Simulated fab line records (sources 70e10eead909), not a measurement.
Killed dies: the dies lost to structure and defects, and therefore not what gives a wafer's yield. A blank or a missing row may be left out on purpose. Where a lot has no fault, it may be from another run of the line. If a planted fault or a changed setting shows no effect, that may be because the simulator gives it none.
fab line records | flow nand-harc
[record] lots = 6 | wafers = 18 | last-day = 33
route steps=1302 shown A_STAIRCASE@723 END@1302
lots untouched by any fault: they come from a run of this same line in which no faults occurred
start-h: the number of hours between the record's first day and the start of the first shown wafer of the lot | wait-h: how many hours have passed since the lot's step before this one | " as in the row above | L1.1+2: a single row standing in for several wafers | - no value, or no start given | * or withheld: withheld | < > ~ a bound
route shown NAME@n: names a module that has steps shown in the file, with the first one's number in the route | usual: average and standard deviation across the fault-free wafers | same: alike in all rows | chamber/n: place in a boat | sites: per-site readings | _std_site: how widely they spread, as a standard deviation | _edge_site: the outer-site mean with the inner-site mean subtracted | radius-mm: for every site, how far away it sits from the centre of the wafer | mask NAME#n: copy n | behind: the last tool/chamber to shape the wafer | hold: why the lot went on hold/how many hours it stayed there/how the hold came to an end | device: the transistor (n, p or np) that didn't switch | end of line: the same wafers' tests at the end of the route | where a step has no rows: the recipe by itself | killed: dies that structure and defects cost at the first sort, which is not the same as the wafer's yield | map: per-die view of a wafer (x killed, . not killed, _ where there is no die)
set.NAME: the run value of the setting; set.NAME@STEP: its run value at that earlier step | model.NAME: the simulator's own value behind a step, which no gauge read
lots at some steps of the route; a table a step, a row a wafer
services: when a tool's chamber went out of use (start-h, in hours from the record's first day, below 0 if earlier), for how many hours, and the reason
[[steps]]
[step NHARC_A_STAIRCASE_DEHYDRATE_209]
[recipe] temp-c = 150 | time-s = 120
[step NHARC_A_STAIRCASE_HMDS_210]
[recipe] time-s = 30
[step NHARC_A_STAIRCASE_COAT_211]
[recipe] spin-rpm = 1200
[step NHARC_A_STAIRCASE_SOFTBAKE_212]
[recipe] temp-c = 135 | time-s = 170
[step NHARC_A_STAIRCASE_EBR_213]
[step NHARC_A_STAIRCASE_EXPOSE_214]
[recipe] na = 0.5 | dose-mj = 31.26 | mask-id = STAIR_3
[step NHARC_A_STAIRCASE_PEB_215]
[recipe] peb-temp-c = 115 | peb-time-s = 130
[step NHARC_A_STAIRCASE_DEVELOP_216]
[recipe] time-s = 140
[step NHARC_A_STAIRCASE_HARDBAKE_218]
[recipe] temp-c = 120 | time-s = 140
[step NHARC_A_STAIRCASE_DESCUM_219]
[recipe] time-s = 3 | o2-flow-sccm = 200 | ar-flow-sccm = 0 | bias-power-w = 0 | chemistry = O2
[usual] drypump-motor-current-A = 5.7/0.31 | oes-product-au = 1.001/0.01 | rf-vpp-V = 57.7/0.79 | showerhead-plenum-p-Torr = 1.93/0.081 | throttle-valve-pct = 11.311/0.0092
lot.wafer | tool        | chamber | start-h | wait-h | drypump-motor-current-A | oes-product-au | rf-hours-counter-h | rf-vpp-V | showerhead-plenum-p-Torr | throttle-valve-pct
L425.4    | rie-diel-04 | 0       | 374.61  | -      | 5.8                     | 0.990          | 2                  | 59.2     | 2.04                     | 11.320
L425.3    | "           | 2       | "       | "      | 5.7                     | 0.991          | 3                  | 56.5     | 1.94                     | 11.306
L425.6    | "           | 0       | "       | "      | 5.8                     | 0.989          | -                  | 58.8     | 2.04                     | 11.302
L431.2    | rie-diel-04 | 1       | 445.77  | -      | 5.4                     | 1.004          | 22                 | 58.5     | 2.01                     | 11.313
L431.3    | "           | 3       | "       | "      | 5.6                     | 1.009          | 24                 | 57.4     | 1.94                     | 11.293
L431.6    | "           | 2       | "       | "      | 5.6                     | 1.000          | -                  | 56.8     | 1.94                     | 11.304
L432.4    | rie-diel-04 | 1       | 446.21  | -      | 5.5                     | 1.009          | 22                 | 57.6     | 2.01                     | 11.304
L432.5    | "           | 1       | "       | "      | 5.5                     | 1.004          | -                  | 57.5     | 2.01                     | 11.298
L432.6    | "           | 2       | "       | "      | 5.7                     | 0.989          | -                  | 58.3     | 1.94                     | 11.316
L441.3    | rie-diel-04 | 2       | 550.61  | -      | 5.7                     | 1.002          | 5                  | 57.2     | 1.92                     | 11.315
L441.2    | "           | 3       | "       | "      | 5.6                     | 1.012          | 5                  | 58.8     | 1.93                     | 11.316
L441.6    | "           | 2       | "       | "      | 5.7                     | 1.002          | -                  | 57.2     | 1.92                     | 11.299
L443.3    | rie-diel-04 | 1       | 559.96  | -      | 5.5                     | 0.989          | 10                 | 57.3     | 2.00                     | 11.307
L443.2    | "           | 3       | "       | "      | 5.6                     | 0.998          | 10                 | 57.7     | 1.93                     | 11.312
L443.6    | "           | 3       | "       | "      | 5.6                     | 1.008          | -                  | 57.3     | 1.93                     | 11.315
L447.4    | rie-diel-07 | 2       | 588.09  | -      | 5.2                     | 0.995          | 37                 | 57.4     | 1.82                     | 11.298
L447.3    | "           | 1       | "       | "      | 5.9                     | 1.002          | 33                 | 57.6     | 2.03                     | 11.298
L447.5    | "           | 3       | "       | "      | 5.4                     | 0.988          | -                  | 58.4     | 2.02                     | 11.310
[step NHARC_A_STAIRCASE_TRIM_220]
[recipe] time-s = 211.2 | o2-flow-sccm = 500 | ar-flow-sccm = 0 | bias-w = 0 | chemistry = O2
[usual] drypump-motor-current-A = 5.7/0.31 | oes-product-au = 1.001/0.011 | rf-vpp-V = 57.8/0.89 | showerhead-plenum-p-Torr = 3.56/0.13 | throttle-valve-pct = 17.037/0.0085
lot.wafer | tool        | chamber | start-h | wait-h | drypump-motor-current-A | oes-product-au | rf-hours-counter-h | rf-vpp-V | showerhead-plenum-p-Torr | throttle-valve-pct
L425.3    | rie-diel-04 | 3       | 374.70  | 0.1    | 5.6                     | 1.005          | 2                  | 57.3     | 3.59                     | 17.037
L425.4    | "           | 2       | "       | "      | 5.6                     | 0.981          | 3                  | 57.3     | 3.58                     | 17.023
L425.6    | "           | 3       | "       | "      | 5.6                     | 1.018          | -                  | 57.1     | 3.59                     | 17.049
L431.3    | rie-diel-04 | 2       | 445.85  | 0.1    | 5.7                     | 0.985          | 25                 | 58.3     | 3.57                     | 17.032
L431.2    | "           | 1       | "       | "      | 5.5                     | 1.000          | 22                 | 57.8     | 3.70                     | 17.063
L431.6    | "           | 3       | "       | "      | 5.6                     | 1.004          | -                  | 57.1     | 3.58                     | 17.051
L432.4    | rie-diel-04 | 3       | 446.38  | 0.2    | 5.6                     | 1.006          | 25                 | 58.9     | 3.58                     | 17.034
L432.5    | "           | 0       | "       | "      | 5.8                     | 1.007          | -                  | 58.0     | 3.73                     | 17.041
L432.6    | "           | 1       | "       | "      | 5.4                     | 0.999          | -                  | 58.9     | 3.70                     | 17.050
L441.2    | rie-diel-04 | 2       | 550.70  | 0.1    | 5.7                     | 0.988          | 5                  | 57.4     | 3.55                     | 17.037
L441.3    | "           | 1       | "       | "      | 5.5                     | 0.988          | 5                  | 57.3     | 3.68                     | 17.032
L441.6    | "           | 3       | "       | "      | 5.6                     | 1.003          | -                  | 57.4     | 3.56                     | 17.036
L443.2    | rie-diel-04 | 2       | 560.07  | 0.1    | 5.7                     | 0.996          | 10                 | 58.3     | 3.54                     | 17.035
L443.3    | "           | 3       | "       | "      | 5.6                     | 1.005          | 10                 | 57.0     | 3.56                     | 17.037
L443.6    | "           | 3       | "       | "      | 5.6                     | 1.009          | -                  | 56.3     | 3.56                     | 17.030
L447.3    | rie-diel-07 | 0       | 588.19  | 0.1    | 5.2                     | 1.012          | 34                 | 58.6     | 3.60                     | 17.048
L447.4    | "           | 2       | "       | "      | 5.2                     | 0.998          | 37                 | 57.4     | 3.37                     | 17.023
L447.5    | "           | 3       | "       | "      | 5.4                     | 0.984          | -                  | 59.4     | 3.72                     | 17.013
[step NHARC_A_STAIRCASE_ETCH_221]
[recipe] target-depth-a = 1000 | time-s = 40.5 | ion-energy-ev = 400 | c4f8-flow-sccm = 20 | o2-flow-sccm = 10 | ar-flow-sccm = withheld | rf-w = 600 | bias-w = 1000 | chemistry = C4F8/O2
[usual] oes-product-au = 0.945/0.017 | rf-fwd-power-W = 592.6/2.7 | rf-vpp-V = 898/5
lot.wafer | tool        | chamber | start-h | wait-h | oes-product-au | rf-fwd-power-W | rf-hours-counter-h | rf-vpp-V
L425.4    | rie-diel-04 | 0       | 374.85  | -      | 0.947          | 597.5          | 2                  | 906
L425.3    | "           | 3       | "       | "      | 0.955          | 588.9          | 2                  | 898
L425.6    | "           | 1       | "       | "      | 0.960          | 593.9          | -                  | 903
L431.3    | rie-diel-04 | 3       | 446.04  | -      | 0.944          | 590.1          | 25                 | 898
L431.2    | "           | 2       | "       | "      | 0.933          | 596.7          | 25                 | 898
L431.6    | "           | 3       | "       | "      | 0.944          | 589.1          | -                  | 899
L432.4    | rie-diel-04 | 1       | 446.57  | -      | 0.927          | 591.0          | 22                 | 903
L432.5    | "           | 0       | "       | "      | 0.929          | 596.7          | -                  | 904
L432.6    | "           | 1       | "       | "      | 0.925          | 592.2          | -                  | 902
L441.2    | rie-diel-04 | 2       | 550.89  | -      | 1.148          | 835.1          | 5                  | 896
L441.3    | "           | 3       | "       | "      | 1.183          | 830.6          | 5                  | 897
L441.6    | "           | 3       | "       | "      | 1.172          | 832.5          | -                  | 897
L443.2    | rie-diel-04 | 3       | 560.25  | -      | 1.190          | 829.6          | 11                 | 898
L443.3    | "           | 2       | "       | "      | 1.149          | 837.1          | 11                 | 896
L443.6    | "           | 1       | "       | "      | 1.155          | 834.4          | -                  | 902
L447.4    | rie-diel-07 | 0       | 588.33  | -      | 0.951          | 592.3          | 34                 | 898
L447.3    | "           | 1       | "       | "      | 0.954          | 593.7          | 33                 | 904
L447.5    | "           | 1       | "       | "      | 0.973          | 594.0          | -                  | 904
[step NHARC_A_STAIRCASE_TRIM_222]
[recipe] time-s = 211.2 | o2-flow-sccm = 500 | ar-flow-sccm = 0 | bias-w = 0 | chemistry = O2
[usual] drypump-motor-current-A = 5.7/0.32 | oes-product-au = 1.001/0.012 | rf-vpp-V = 57.9/0.86 | showerhead-plenum-p-Torr = 3.56/0.13 | throttle-valve-pct = 17.036/0.0093
lot.wafer | tool        | chamber | start-h | wait-h | drypump-motor-current-A | oes-product-au | rf-hours-counter-h | rf-vpp-V | showerhead-plenum-p-Torr | throttle-valve-pct
L425.4    | rie-diel-04 | 3       | -       | -      | 5.6                     | 1.010          | 3                  | 59.0     | 3.59                     | 17.040
L425.3    | "           | 2       | "       | "      | 5.7                     | 1.002          | 3                  | 58.1     | 3.58                     | 17.014
L425.6    | "           | 0       | "       | "      | 5.8                     | 0.996          | -                  | 58.8     | 3.74                     | 17.020
L431.3    | rie-diel-04 | 3       | -       | -      | 5.6                     | 1.018          | 25                 | 58.4     | 3.58                     | 17.029
L431.2    | "           | 0       | "       | "      | 5.8                     | 0.992          | 22                 | 57.6     | 3.73                     | 17.032
L431.6    | "           | 3       | "       | "      | 5.6                     | 1.011          | -                  | 57.9     | 3.58                     | 17.026
L432.4    | rie-diel-04 | 3       | -       | -      | 5.7                     | 1.010          | 25                 | 57.0     | 3.58                     | 17.038
L432.6    | "           | 3       | "       | "      | 5.6                     | 1.012          | -                  | 57.9     | 3.58                     | 17.039
L432.5    | "           | 0       | "       | "      | 5.8                     | 0.989          | -                  | 58.5     | 3.73                     | 17.036
L441.2    | rie-diel-04 | 3       | -       | -      | 5.6                     | 1.002          | 5                  | 57.9     | 3.56                     | 17.040
L441.3    | "           | 1       | "       | "      | 5.5                     | 0.996          | 5                  | 58.1     | 3.68                     | 17.051
L441.6    | "           | 3       | "       | "      | 5.6                     | 1.015          | -                  | 57.9     | 3.56                     | 17.045
L443.2    | rie-diel-04 | 2       | -       | -      | 5.7                     | 0.985          | 11                 | 56.8     | 3.54                     | 17.036
L443.3    | "           | 3       | "       | "      | 5.7                     | 1.011          | 11                 | 57.9     | 3.56                     | 17.044
L443.6    | "           | 3       | "       | "      | 5.6                     | 1.004          | -                  | 58.1     | 3.56                     | 17.024
L447.3    | rie-diel-07 | 2       | -       | -      | 5.1                     | 0.991          | 37                 | 57.4     | 3.37                     | 17.032
L447.4    | "           | 0       | "       | "      | 5.2                     | 1.003          | 34                 | 57.7     | 3.60                     | 17.035
L447.5    | "           | 3       | "       | "      | 5.4                     | 0.974          | -                  | 57.1     | 3.72                     | 17.041
[step NHARC_END_SORT_01]
[recipe] temp-c = 25
[usual] killed-at-array = 57/20 | killed-at-other = 1.0/1.5 | killed-at-periphery = 3.5/2.5 | killed-dies = 62/21 | killed-open = 3.5/1.9 | killed-short = 2.4/1.6
[same] gross-dies = 677
lot.wafer | tool      | chamber | start-h | wait-h | killed-at-array | killed-at-other | killed-at-periphery | killed-dies | killed-open | killed-short
L441.2    | prober-01 | 0       | 757.96  | 2.8    | 674             | 0               | 3                   | 677         | 3           | 0
L441.3    | prober-01 | 0       | 758.76  | 3.1    | 674             | 0               | 3                   | 677         | 5           | 2
L441.6    | prober-01 | 0       | 761.16  | 4.0    | 675             | 0               | 2                   | 677         | 2           | 3
L443.2    | prober-01 | 0       | 773.62  | 2.8    | 671             | 1               | 5                   | 677         | 2           | 2
L443.3    | prober-01 | 0       | 774.41  | 3.1    | 675             | 1               | 1                   | 677         | 3           | 0
L443.6    | prober-01 | 0       | 776.79  | 4.0    | 676             | 0               | 1                   | 677         | 6           | 2
// killed by level:class
L441.2 A_STAIRCASE:area-etch=604 A_SLIT:chamber-film-flake=34 A_CHANNEL_HOLE_D1:chamber-film-flake=27 A_CONTACT:chamber-film-flake=2 P_M2:chamber-film-flake=2 A_SGD_CUT:chamber-film-flake=2 A_DECK1_JOINT:geometric-particle:open=1 A_SGD_CUT:geometric-particle:open=1
L441.3 A_STAIRCASE:area-etch=593 A_SLIT:chamber-film-flake=31 A_CHANNEL_HOLE_D1:chamber-film-flake=28 A_SGD_CUT:chamber-film-flake=5 A_STAIRCASE:chamber-film-flake=4 A_CONTACT:chamber-film-flake=4 A_ZERO_WELL:chamber-film-flake=3 A_WL_FILL:geometric-particle:open=2
L441.6 A_STAIRCASE:area-etch=587 A_SLIT:chamber-film-flake=32 A_CHANNEL_HOLE_D1:chamber-film-flake=27 A_STAIRCASE:chamber-film-flake=8 A_CONTACT:chamber-film-flake=5 A_ZERO_WELL:chamber-film-flake=3 A_SGD_CUT:chamber-film-flake=3 A_WL_FILL:chamber-film-flake=2
L443.2 A_STAIRCASE:area-etch=637 A_CHANNEL_HOLE_D1:chamber-film-flake=17 A_SLIT:chamber-film-flake=11 A_CONTACT:chamber-film-flake=4 P_ZERO_WELL:chamber-film-flake=2 P_ZERO_WELL:geometric-particle:short=1 P_M2:geometric-particle:open=1 A_WL_FILL:geometric-particle:short=1
L443.3 A_STAIRCASE:area-etch=640 A_CHANNEL_HOLE_D1:chamber-film-flake=17 A_SLIT:chamber-film-flake=5 A_CONTACT:chamber-film-flake=4 A_STAIRCASE:chamber-film-flake=3 A_CHANNEL_FILL_D1:geometric-particle:open=1 A_SGD_CUT:geometric-particle:open=1 A_CONTACT:geometric-particle:open=1
L443.6 A_STAIRCASE:area-etch=644 A_CHANNEL_HOLE_D1:chamber-film-flake=12 A_SLIT:chamber-film-flake=8 A_CONTACT:chamber-film-flake=4 A_WL_FILL:geometric-particle:open=2 P_STI:geometric-particle:open=1 A_ONON_D1:geometric-particle:open=1 A_CHANNEL_FILL_D1:geometric-particle:short=1
// map L441.2 (x killed, . not)
____________x____________
_________xxxxxxx_________
_______xxxxxxxxxxx_______
______xxxxxxxxxxxxx______
_____xxxxxxxxxxxxxxx_____
____xxxxxxxxxxxxxxxxx____
____xxxxxxxxxxxxxxxxx____
___xxxxxxxxxxxxxxxxxxx___
___xxxxxxxxxxxxxxxxxxx___
__xxxxxxxxxxxxxxxxxxxxx__
__xxxxxxxxxxxxxxxxxxxxx__
_xxxxxxxxxxxxxxxxxxxxxxx_
_xxxxxxxxxxxxxxxxxxxxxxx_
_xxxxxxxxxxxxxxxxxxxxxxx_
_xxxxxxxxxxxxxxxxxxxxxxx_
_xxxxxxxxxxxxxxxxxxxxxxx_
xxxxxxxxxxxxxxxxxxxxxxxxx
xxxxxxxxxxxxxxxxxxxxxxxxx
xxxxxxxxxxxxxxxxxxxxxxxxx
xxxxxxxxxxxxxxxxxxxxxxxxx
xxxxxxxxxxxxxxxxxxxxxxxxx
_xxxxxxxxxxxxxxxxxxxxxxx_
_xxxxxxxxxxxxxxxxxxxxxxx_
_xxxxxxxxxxxxxxxxxxxxxxx_
_xxxxxxxxxxxxxxxxxxxxxxx_
_xxxxxxxxxxxxxxxxxxxxxxx_
__xxxxxxxxxxxxxxxxxxxxx__
__xxxxxxxxxxxxxxxxxxxxx__
___xxxxxxxxxxxxxxxxxxx___
___xxxxxxxxxxxxxxxxxxx___
____xxxxxxxxxxxxxxxxx____
____xxxxxxxxxxxxxxxxx____
_____xxxxxxxxxxxxxxx_____
______xxxxxxxxxxxxx______
_______xxxxxxxxxxx_______
_________xxxxxxx_________
____________x____________
// map L443.2 (x killed, . not)
____________x____________
_________xxxxxxx_________
_______xxxxxxxxxxx_______
______xxxxxxxxxxxxx______
_____xxxxxxxxxxxxxxx_____
____xxxxxxxxxxxxxxxxx____
____xxxxxxxxxxxxxxxxx____
___xxxxxxxxxxxxxxxxxxx___
___xxxxxxxxxxxxxxxxxxx___
__xxxxxxxxxxxxxxxxxxxxx__
__xxxxxxxxxxxxxxxxxxxxx__
_xxxxxxxxxxxxxxxxxxxxxxx_
_xxxxxxxxxxxxxxxxxxxxxxx_
_xxxxxxxxxxxxxxxxxxxxxxx_
_xxxxxxxxxxxxxxxxxxxxxxx_
_xxxxxxxxxxxxxxxxxxxxxxx_
xxxxxxxxxxxxxxxxxxxxxxxxx
xxxxxxxxxxxxxxxxxxxxxxxxx
xxxxxxxxxxxxxxxxxxxxxxxxx
xxxxxxxxxxxxxxxxxxxxxxxxx
xxxxxxxxxxxxxxxxxxxxxxxxx
_xxxxxxxxxxxxxxxxxxxxxxx_
_xxxxxxxxxxxxxxxxxxxxxxx_
_xxxxxxxxxxxxxxxxxxxxxxx_
_xxxxxxxxxxxxxxxxxxxxxxx_
_xxxxxxxxxxxxxxxxxxxxxxx_
__xxxxxxxxxxxxxxxxxxxxx__
__xxxxxxxxxxxxxxxxxxxxx__
___xxxxxxxxxxxxxxxxxxx___
___xxxxxxxxxxxxxxxxxxx___
____xxxxxxxxxxxxxxxxx____
____xxxxxxxxxxxxxxxxx____
_____xxxxxxxxxxxxxxx_____
______xxxxxxxxxxxxx______
_______xxxxxxxxxxx_______
_________xxxxxxx_________
____________x____________
[[services]]
tool        | chamber | start-h | hours | kind
rie-diel-04 | -       | 354.90  | 9.0   | pm
rie-diel-04 | 0       | 354.90  | 9.0   | vent-cycle
rie-diel-04 | 1       | 354.90  | 9.0   | vent-cycle
rie-diel-04 | 2       | 354.90  | 9.0   | vent-cycle
rie-diel-04 | 3       | 354.90  | 9.0   | vent-cycle
rie-diel-07 | 1       | 359.86  | 2.9   | repair
rie-diel-04 | 0       | 363.90  | -     | clean
rie-diel-04 | 1       | 363.90  | -     | clean
rie-diel-04 | 2       | 363.90  | -     | clean
rie-diel-04 | 3       | 363.90  | -     | clean
rie-diel-04 | 3       | 363.90  | -     | consumable-replace:esc
rie-diel-04 | 0       | 388.40  | -     | clean
rie-diel-04 | 1       | 388.40  | -     | clean
rie-diel-04 | 2       | 388.40  | -     | clean
rie-diel-04 | 3       | 388.40  | -     | clean
rie-diel-07 | 0       | 393.62  | 9.9   | repair
rie-diel-07 | 0       | 403.85  | 8.8   | repair
rie-diel-04 | 0       | 413.25  | -     | clean
rie-diel-04 | 1       | 413.25  | -     | clean
rie-diel-07 | -       | 471.20  | 9.0   | pm
rie-diel-04 | -       | 532.93  | 9.0   | pm
rie-diel-07 | 1       | 554.62  | 4.5   | repair
rie-diel-07 | 0       | 555.62  | 7.3   | repair
rie-diel-04 | 3       | 582.21  | 24.3  | repair
[[key]]
[first-sign] step = NHARC_A_STAIRCASE_ETCH_221 | reading = rf-fwd-power-W | direction = up | sigmas = 88 | usual = * | struck = *
[effect] step = NHARC_A_STAIRCASE_ETCH_221 | reading = oes-product-au | direction = up | sigmas = 13 | usual = 0.945 | struck = 1.166
[effect] step = NHARC_END_SORT_01 | reading = killed-at-array | direction = up | sigmas = 30 | usual = 57 | struck = 674
[more-kills-born-at] NHARC_A_STAIRCASE_ETCH_221@rie-diel-04 = 3705
met-at NHARC_A_STAIRCASE_ETCH_221
struck-wafers L441.2,L441.3,L441.6,L443.2,L443.3,L443.6
later-rows-left-out L441.2,L441.3,L441.6,L443.2,L443.3,L443.6
tester-left-out L441,L443
onset-between 446.57 550.89
[fault] kind = process-parameter-drift | tool = rie-diel-04 | chamber = - | onset-h = 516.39 | steps = NHARC_A_STAIRCASE_ETCH_221 | channel = rf-w | offset = * | shape = step | end-h = 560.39 | acts-in = * | stated = *
// tester-left-out: of these lots the tester's yield and bins aren't shown, on N5 and GAA mostly nor the transistor test; their killed dies are dies lost to structure and defects alone, not to doping, threshold or leakage, so they don't give the yield
// later-rows-left-out: the simulator's readings of these wafers behind a module that went badly wrong aren't trusted and aren't shown, but for the sort
